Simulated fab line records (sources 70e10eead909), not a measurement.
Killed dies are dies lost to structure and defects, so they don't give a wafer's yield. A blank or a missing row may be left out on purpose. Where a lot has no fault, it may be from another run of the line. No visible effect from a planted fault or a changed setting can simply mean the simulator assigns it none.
Chamber matching    flow nandHarc    4 sister chambers for NHARC_A_STAIRCASE_TRIM_187 on rieDiel-01
The step chemistry O2, time 211.2 s. 4 wafers are shown with their chamber, then 10 later ones without.

## WAFERS PAIRED WITH THEIR CHAMBERS
wafer   chamber  showerheadPlenumPTorr (Torr)
L091.3  3        3.38
L091.4  0        3.76
L092.4  2        3.69
L092.5  1        3.28

## WAFERS MISSING THEIR CHAMBER
wafer   showerheadPlenumPTorr (Torr)
L092.6  3.69
L096.2  3.81
L096.3  3.74
L096.5  3.69
L095.2  3.37
L095.5  3.74
L095.6  3.37
L097.1  3.80
L097.2  3.69
L097.5  3.74

## WHICH CHAMBER EACH ONE RAN IN
wafer    from the rows above       in truth
L092.6   2                         2
L096.2   0                         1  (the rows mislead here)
L096.3   can't be placed: 0 or 2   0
L096.5   2                         2
L095.2   3                         3
L095.5   can't be placed: 0 or 2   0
L095.6   3                         3
L097.1   0                         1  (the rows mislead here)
L097.2   2                         2
L097.5   can't be placed: 0 or 2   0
Placed correctly: 5 of 10. Cannot be placed on the basis of these rows: 3; the candidates contain the true chamber in 3. Wrongly placed: 2.
How it was worked out, from the rows above alone: a wafer's distance from a chamber is the root of the sum, over the readings, of the square of ((its reading less the chamber's mean) divided by the reading's scatter). The wafer belongs to the nearest chamber; if the next one is less than 2 further off, it can't be placed. A chamber's mean is the mean of its shown wafers. The scatter (one wafer shown for each chamber): square how far every hidden wafer sits from the nearest shown wafer, average those squares and take the square root.
